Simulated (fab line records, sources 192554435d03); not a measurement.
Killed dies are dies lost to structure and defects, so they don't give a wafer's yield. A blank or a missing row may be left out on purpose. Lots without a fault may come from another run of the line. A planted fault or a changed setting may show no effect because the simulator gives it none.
Which tool did it? | flow n5_finfet | 24 lots, 72 wafers sampled, at 6 steps of a route of 1938

WHAT THE GAUGES READ, wafer by wafer
N5_BEOL_M11_CD_MEAS_18: pitch 140 nm, target cd 70 nm. Usual: cd_nm 70.0 nm, standard deviation 0.62.
lot  | measured     | on        | cd_nm (nm)     | flag
L074 | day 10 05:07 | cd_sem-03 | 69.7 70.0 69.9 |
L075 | day 10 10:47 | cd_sem-01 | 71.0 70.1 70.6 |
L076 | day 10 23:37 | cd_sem-01 | 69.6 69.8 69.7 |
L077 | day 11 02:08 | cd_sem-02 | 69.9 68.6 68.7 |
L078 | day 11 06:34 | cd_sem-02 | 69.8 69.5 69.5 |
L079 | day 11 19:04 | cd_sem-02 | 70.8 70.2 70.2 |
L080 | day 12 00:23 | cd_sem-03 | 69.7 69.9 71.0 |
L081 | day 12 08:47 | cd_sem-02 | 70.0 69.9 70.2 |
L083 | day 12 08:56 | cd_sem-02 | 70.2 70.1 70.9 |
L082 | day 12 09:12 | cd_sem-01 | 69.6 69.4 70.0 |
L085 | day 13 03:22 | cd_sem-01 | 70.0 70.3 69.7 |
L084 | day 13 04:05 | cd_sem-01 | 68.9 69.8 69.1 |
L086 | day 13 14:43 | cd_sem-02 | 69.7 71.0 70.0 |
L087 | day 14 08:10 | cd_sem-01 | 69.9 69.3 70.5 |
L088 | day 14 08:25 | cd_sem-01 | 69.9 70.6 69.4 |
L089 | day 14 10:57 | cd_sem-01 | 70.2 71.1 70.9 |
L091 | day 14 14:44 | cd_sem-02 | 70.8 70.8 69.8 |
L090 | day 14 17:04 | cd_sem-02 | 69.9 68.9 69.1 |
L092 | day 14 20:55 | cd_sem-02 | 70.3 70.4 69.9 |
L093 | day 15 09:01 | cd_sem-02 | 69.9 69.2 69.3 |
L094 | day 15 12:44 | cd_sem-03 | 68.8 69.2 69.3 |
L096 | day 15 12:52 | cd_sem-03 | 70.0 71.2 71.5 |
L095 | day 16 01:27 | cd_sem-01 | 70.3 71.0 70.9 |
L097 | day 16 10:17 | cd_sem-01 | 69.4 69.6 69.6 |

N5_BEOL_M11_THK_MEAS_53: measures by xrf. Usual: M11_THK 137.8 nm, standard deviation 2.3.
lot  | measured     | on            | M11_THK (nm)      | flag
L074 | day 10 10:04 | film_metro-02 | 135.8 138.6 136.5 |
L075 | day 10 16:13 | film_metro-01 | 138.6 137.8 134.8 |
L076 | day 11 04:53 | film_metro-02 | 134.0 137.4 139.0 |
L077 | day 11 08:01 | film_metro-01 | 138.9 136.9 134.4 |
L078 | day 11 12:35 | film_metro-01 | 140.3 137.2 136.0 |
L079 | day 11 23:05 | film_metro-01 | 135.4 140.3 142.7 |
L080 | day 12 05:40 | film_metro-01 | 140.3 139.2 139.3 |
L081 | day 12 15:05 | film_metro-02 | 138.5 133.4 136.2 |
L083 | day 12 17:48 | film_metro-01 | 133.3 132.8 136.2 |
L082 | day 12 15:01 | film_metro-01 | 138.4 137.0 134.4 |
L085 | day 13 10:19 | film_metro-01 | 141.5 137.7 137.1 |
L084 | day 13 10:34 | film_metro-02 | 140.5 138.4 136.0 |
L086 | day 13 21:17 | film_metro-01 | 140.7 136.9 137.2 |
L087 | day 14 13:44 | film_metro-02 | 137.9 139.8 134.2 |
L088 | day 14 13:20 | film_metro-02 | 137.6 136.7 137.2 |
L089 | day 14 14:28 | film_metro-02 | 136.1 134.3 132.9 |
L091 | day 14 19:37 | film_metro-02 | 136.4 140.8 136.2 |
L090 | day 14 20:57 | film_metro-02 | 137.1 137.0 138.3 |
L092 | day 15 03:03 | film_metro-02 | 140.2 139.5 135.7 |
L093 | day 15 13:14 | film_metro-02 | 139.9 139.6 138.8 |
L094 | day 16 01:56 | film_metro-01 | 138.4 137.1 139.6 |
L096 | day 16 02:13 | film_metro-02 | 137.5 143.0 138.3 |
L095 | day 16 05:34 | film_metro-01 | 140.1 139.2 142.9 |
L097 | day 16 14:10 | film_metro-02 | 135.6 138.0 135.6 |

N5_BEOL_M11_RS_MEAS_57: measures by four-point-probe. Usual: M11_RS 0.1521 ohm/sq, standard deviation 0.0027.
lot  | measured     | on            | M11_RS (ohm/sq)      | flag
L074 | day 10 10:12 | film_metro-02 | 0.1541 0.1516 0.1544 |
L075 | day 10 16:20 | film_metro-02 | 0.1515 0.1525 0.1565 |
L076 | day 11 05:01 | film_metro-01 | 0.1558 0.1522 0.1499 |
L077 | day 11 08:08 | film_metro-02 | 0.1506 0.1519 0.1555 |
L078 | day 11 12:42 | film_metro-01 | 0.1474 0.1521 0.1532 |
L079 | day 11 23:12 | film_metro-02 | 0.1556 0.1498 0.1467 |
L080 | day 12 05:47 | film_metro-02 | 0.1486 0.1483 0.1491 |
L081 | day 12 15:13 | film_metro-02 | 0.1508 0.1568 0.1532 |
L083 | day 12 17:56 | film_metro-01 | 0.1588 0.1585 0.1545 |
L082 | day 12 15:08 | film_metro-01 | 0.1519 0.1538 0.1573 |
L085 | day 13 10:26 | film_metro-01 | 0.1472 0.1517 0.1524 |
L084 | day 13 10:41 | film_metro-01 | 0.1497 0.1528 0.1563 |
L086 | day 13 21:25 | film_metro-01 | 0.1479 0.1526 0.1524 |
L087 | day 14 13:52 | film_metro-02 | 0.1532 0.1504 0.1568 |
L088 | day 14 13:28 | film_metro-02 | 0.1513 0.1522 0.1513 |
L089 | day 14 14:35 | film_metro-02 | 0.1536 0.1551 0.1574 |
L091 | day 14 19:44 | film_metro-01 | 0.1537 0.1485 0.1542 |
L090 | day 14 21:04 | film_metro-01 | 0.1520 0.1516 0.1507 |
L092 | day 15 03:10 | film_metro-01 | 0.1495 0.1505 0.1551 |
L093 | day 15 13:22 | film_metro-02 | 0.1492 0.1497 0.1511 |
L094 | day 16 02:04 | film_metro-02 | 0.1518 0.1526 0.1505 |
L096 | day 16 02:20 | film_metro-02 | 0.1539 0.1469 0.1522 |
L095 | day 16 05:43 | film_metro-01 | 0.1519 0.1524 0.1482 |
L097 | day 16 14:17 | film_metro-02 | 0.1536 0.1513 0.1541 |

WHICH TOOL RAN EACH LOT (tool, then ch and the chambers of the sampled wafers, then the start)
lot  | N5_BEOL_M11_ETCH_62                | N5_BEOL_M11_CURE_72           | N5_BEOL_M11_CMP_52
L074 | rie_diel-04 ch 0,1,3, day 10 04:44 | uv_cure-02 ch 0, day 10 06:20 | cmp-04 ch 2,3, day 10 09:47
L075 | rie_diel-04 ch 1,2,3, day 10 10:23 | uv_cure-01 ch 2, day 10 13:54 | cmp-02 ch 0,2,3, day 10 15:55
L076 | rie_diel-04 ch 0,2,3, day 10 23:10 | uv_cure-02 ch 2, day 11 01:16 | cmp-04 ch 0,2,3, day 11 04:35
L077 | rie_diel-05 ch 0,1,2, day 11 01:42 | uv_cure-03 ch 0, day 11 05:14 | cmp-02 ch 1,2, day 11 07:43
L078 | rie_diel-01 ch 1,2, day 11 06:06   | uv_cure-01 ch 1, day 11 09:23 | cmp-02 ch 1,2,3, day 11 12:19
L079 | rie_diel-04 ch 0,1,2, day 11 18:42 | uv_cure-01 ch 2, day 11 20:27 | cmp-02 ch 1,3, day 11 22:47
L080 | rie_diel-04 ch 0,1,3, day 12 00:01 | uv_cure-02 ch 1, day 12 02:57 | cmp-02 ch 0,3, day 12 05:24
L081 | rie_diel-05 ch 0,1,3, day 12 08:17 | uv_cure-02 ch 2, day 12 12:44 | cmp-04 ch 1,2,3, day 12 14:52
L083 | rie_diel-05 ch 0,1,3, day 12 08:32 | uv_cure-03 ch 2, day 12 12:47 | cmp-04 ch 0,3, day 12 17:33
L082 | rie_diel-05 ch 0,1,3, day 12 08:50 | uv_cure-01 ch 0, day 12 12:25 | cmp-02 ch 0,1,3, day 12 14:43
L085 | rie_diel-01 ch 1,3, day 13 02:59   | uv_cure-01 ch 2, day 13 07:08 | cmp-01 ch 1,3, day 13 10:04
L084 | rie_diel-01 ch 0,1, day 13 03:43   | uv_cure-01 ch 1, day 13 07:33 | cmp-02 ch 0,1,2, day 13 10:21
L086 | rie_diel-04 ch 0,1,3, day 13 14:22 | uv_cure-03 ch 0, day 13 18:11 | cmp-02 ch 2,3, day 13 21:00
L087 | rie_diel-05 ch 2,3, day 14 07:47   | uv_cure-01 ch 0, day 14 10:53 | cmp-04 ch 0,1,3, day 14 13:29
L088 | rie_diel-04 ch 0,1, day 14 08:02   | uv_cure-02 ch 2, day 14 10:43 | cmp-01 ch 0,1,3, day 14 13:02
L089 | rie_diel-04 ch 0,1,3, day 14 10:35 | uv_cure-03 ch 2, day 14 12:20 | cmp-04 ch 0,1,2, day 14 14:10
L091 | rie_diel-01 ch 0,3, day 14 14:22   | uv_cure-03 ch 1, day 14 16:10 | cmp-01 ch 1,3, day 14 19:21
L090 | rie_diel-04 ch 0,1,2, day 14 16:41 | uv_cure-03 ch 2, day 14 18:35 | cmp-01 ch 0,1, day 14 20:39
L092 | rie_diel-05 ch 0,2,3, day 14 20:25 | uv_cure-03 ch 2, day 14 22:56 | cmp-04 ch 0,1,3, day 15 02:45
L093 | rie_diel-04 ch 0,1,3, day 15 08:39 | uv_cure-01 ch 0, day 15 10:43 | cmp-02 ch 0,2, day 15 12:59
L094 | rie_diel-01 ch 0,1, day 15 12:22   | uv_cure-02 ch 1, day 15 22:47 | cmp-04 ch 0,1,3, day 16 01:43
L096 | rie_diel-05 ch 2,3, day 15 12:30   | uv_cure-03 ch 1, day 15 22:54 | cmp-01 ch 1,3, day 16 01:55
L095 | rie_diel-04 ch 1,2,3, day 16 01:03 | uv_cure-03 ch 2, day 16 03:28 | cmp-04 ch 1,2,3, day 16 05:23
L097 | rie_diel-05 ch 0,3, day 16 09:52   | uv_cure-02 ch 2, day 16 11:35 | cmp-04 ch 1,3, day 16 13:55
- N5_BEOL_M11_ETCH_62: etches SOC in N2/H2, target depth 110 nm, overetch 22 nm, time 165 s.
- N5_BEOL_M11_CURE_72: cures SiCOH lowk, time 120 s.
- N5_BEOL_M11_CMP_52: polishes, stops on SiCOH lowk, t overpolish 7 s, target thk 140 nm.

WHAT THE TOOLS THEMSELVES READ (means of the sampled wafers that have a number; where no wafer has one, the mark that the record gives instead)
N5_BEOL_M11_ETCH_62. Usual: drypump_motor_current_A 5.8 A, standard deviation 0.45; oes_product_au 0.65 a.u., standard deviation 0.064; rf_fwd_power_W 837.7 W, standard deviation 2.7; rf_vpp_V 523.5 V, standard deviation 2.8; showerhead_plenum_p_Torr 2.53 Torr, standard deviation 0.098; throttle_valve_pct 17.80 %, standard deviation 0.22.
lot  | tool        | drypump_motor_current_A (A) | oes_product_au (a.u.) | rf_fwd_power_W (W) | rf_vpp_V (V) | showerhead_plenum_p_Torr (Torr) | throttle_valve_pct (%) | flag
L074 | rie_diel-04 | 6.2                         | 0.67                  | 836.0              | 524.9        | 2.55                            | 17.79                  |
L075 | rie_diel-04 | 5.8                         | 0.65                  | 834.6              | 522.7        | 2.52                            | 17.63                  |
L076 | rie_diel-04 | 5.8                         | 0.67                  | 838.8              | 523.7        | 2.57                            | 17.83                  |
L077 | rie_diel-05 | 5.8                         | 0.65                  | 838.1              | 520.9        | 2.45                            | 17.80                  |
L078 | rie_diel-01 | 5.6                         | 0.59                  | 835.2              | 524.2        | 2.56                            | 18.13                  |
L079 | rie_diel-04 | 6.2                         | 0.63                  | 835.4              | 524.9        | 2.57                            | 17.75                  |
L080 | rie_diel-04 | 6.2                         | 0.66                  | 838.2              | 523.3        | 2.55                            | 17.83                  |
L081 | rie_diel-05 | 5.8                         | 0.61                  | 835.4              | 519.6        | 2.39                            | 17.92                  |
L083 | rie_diel-05 | 5.7                         | 0.61                  | 836.7              | 519.3        | 2.39                            | 17.92                  |
L082 | rie_diel-05 | 5.8                         | 0.61                  | 839.2              | 519.5        | 2.39                            | 17.92                  |
L085 | rie_diel-01 | 5.6                         | 0.58                  | 836.7              | 523.8        | 2.55                            | 18.07                  |
L084 | rie_diel-01 | 5.4                         | 0.71                  | 839.3              | 525.5        | 2.57                            | 17.74                  |
L086 | rie_diel-04 | 6.2                         | 0.65                  | 835.2              | 524.3        | 2.54                            | 17.84                  |
L087 | rie_diel-05 | 5.5                         | 0.64                  | 838.7              | 521.2        | 2.48                            | 17.74                  |
L088 | rie_diel-04 | 6.5                         | 0.61                  | 839.2              | 524.4        | 2.54                            | 17.76                  |
L089 | rie_diel-04 | 6.1                         | 0.65                  | 839.9              | 523.6        | 2.54                            | 17.86                  |
L091 | rie_diel-01 | 5.4                         | 0.63                  | 839.6              | 525.6        | 2.60                            | 17.79                  |
L090 | rie_diel-04 | 6.2                         | 0.62                  | 838.0              | 525.0        | 2.56                            | 17.77                  |
L092 | rie_diel-05 | 5.7                         | 0.69                  | 839.3              | 523.9        | 2.57                            | 17.66                  |
L093 | rie_diel-04 | 6.2                         | 0.64                  | 837.9              | 523.4        | 2.54                            | 17.86                  |
L094 | rie_diel-01 | 5.4                         | 0.69                  | 839.0              | 524.6        | 2.56                            | 17.78                  |
L096 | rie_diel-05 | 5.5                         | 0.66                  | 837.2              | 522.8        | 2.53                            | 17.66                  |
L095 | rie_diel-04 | 5.9                         | 0.62                  | 837.6              | 521.9        | 2.50                            | 17.70                  |
L097 | rie_diel-05 | 5.9                         | 0.71                  | 837.6              | 525.6        | 2.60                            | 17.65                  |

N5_BEOL_M11_CURE_72. Usual: lamp_power_pct 52.30 %, standard deviation 0.053; wafer_temp_C_max 371.7, standard deviation 0.6.
lot  | tool       | lamp_power_pct (%) | wafer_temp_C_max | flag
L074 | uv_cure-02 | 52.26              | 371.4            |
L075 | uv_cure-01 | 52.35              | 371.0            |
L076 | uv_cure-02 | 52.34              | 370.8            |
L077 | uv_cure-03 | 52.29              | 371.8            |
L078 | uv_cure-01 | 52.33              | 371.8            |
L079 | uv_cure-01 | 52.33              | 371.2            |
L080 | uv_cure-02 | 52.35              | 372.0            |
L081 | uv_cure-02 | 52.30              | 371.2            |
L083 | uv_cure-03 | 52.26              | 372.4            |
L082 | uv_cure-01 | 52.28              | 372.1            |
L085 | uv_cure-01 | 52.28              | 371.2            |
L084 | uv_cure-01 | 52.32              | 371.7            |
L086 | uv_cure-03 | 52.27              | 371.6            |
L087 | uv_cure-01 | 52.36              | 371.3            |
L088 | uv_cure-02 | 52.28              | 371.1            |
L089 | uv_cure-03 | 52.24              | 372.5            |
L091 | uv_cure-03 | 52.31              | 372.3            |
L090 | uv_cure-03 | 52.30              | 373.0            |
L092 | uv_cure-03 | 52.28              | 372.3            |
L093 | uv_cure-01 | 52.30              | 371.8            |
L094 | uv_cure-02 | 52.30              | 371.5            |
L096 | uv_cure-03 | 52.29              | 372.3            |
L095 | uv_cure-03 | 52.31              | 372.0            |
L097 | uv_cure-02 | 52.35              | 371.0            |

N5_BEOL_M11_CMP_52. Usual: barrier_field_endpoint_s 28.6 s, standard deviation 0.9; motor_current_A 5.9 A, standard deviation 0.76; overpolish_run_s 6.999 s, standard deviation 0.0094; slurry_filter_dp_kPa 13.53 kPa, standard deviation 0.14; time_to_endpoint_s 64 s, standard deviation 4.3.
lot  | tool   | barrier_field_endpoint_s (s) | motor_current_A (A) | overpolish_run_s (s) | slurry_filter_dp_kPa (kPa) | time_to_endpoint_s (s) | flag
L074 | cmp-04 | 28.8                         | 6.8                 | 6.995                | 13.43                      | 65                     |
L075 | cmp-02 | 28.8                         | 5.7                 | 6.997                | 13.74                      | 60                     |
L076 | cmp-04 | 28.8                         | 6.1                 | 6.987                | 13.65                      | 64                     |
L077 | cmp-02 | 28.6                         | 6.1                 | 7.009                | 13.59                      | 63                     |
L078 | cmp-02 | 28.5                         | 5.6                 | 6.998                | 13.47                      | 65                     |
L079 | cmp-02 | 28.2                         | 5.4                 | 7.008                | 13.62                      | 66                     |
L080 | cmp-02 | 28.7                         | 5.2                 | 7.005                | 13.48                      | 64                     |
L081 | cmp-04 | 28.3                         | 6.6                 | 6.999                | 13.70                      | 61                     |
L083 | cmp-04 | 27.9                         | 5.2                 | 6.998                | 13.56                      | 57                     |
L082 | cmp-02 | 27.8                         | 5.3                 | 6.992                | 13.50                      | 59                     |
L085 | cmp-01 | 30.3                         | 5.8                 | 6.995                | 13.51                      | 71                     |
L084 | cmp-02 | 28.0                         | 5.9                 | 6.993                | 13.43                      | 62                     |
L086 | cmp-02 | 29.0                         | 5.6                 | 6.998                | 13.54                      | 66                     |
L087 | cmp-04 | 27.7                         | 5.7                 | 6.997                | 13.49                      | 63                     |
L088 | cmp-01 | 29.8                         | 5.8                 | 6.996                | 13.50                      | 72                     |
L089 | cmp-04 | 28.8                         | 6.4                 | 7.003                | 13.51                      | 62                     |
L091 | cmp-01 | 29.3                         | 6.4                 | 6.998                | 13.56                      | 67                     |
L090 | cmp-01 | 29.0                         | 5.6                 | 6.999                | 13.56                      | 68                     |
L092 | cmp-04 | 27.0                         | 5.9                 | 6.996                | 13.52                      | 62                     |
L093 | cmp-02 | 28.4                         | 5.8                 | 6.994                | 13.58                      | 63                     |
L094 | cmp-04 | 28.0                         | 5.6                 | 6.991                | 13.45                      | 60                     |
L096 | cmp-01 | 28.5                         | 6.2                 | 6.997                | 13.52                      | 65                     |
L095 | cmp-04 | 28.3                         | 6.5                 | 6.994                | 13.48                      | 64                     |
L097 | cmp-04 | 28.5                         | 6.0                 | 6.997                | 13.45                      | 65                     |

THE ANSWER, worked out from the rows above alone
Rule: a lot is off if the mean of its wafers that have a number lies more than 3 standard deviations from the usual mean. A lot without any number at a reading at which 4 lots or more have one is off too. The other lots that the step has rows for count as sound. The gauges are gone through in route order, then the tools' own readings, and for those a lot's mean is taken as printed above. The first step at which some lot is off is used, and at that step the reading that is off furthest; a lot without a number counts as furthest.
No lot is off at any reading shown: from this, nothing can be told.

WHAT THE SIMULATOR HAD PUT IN
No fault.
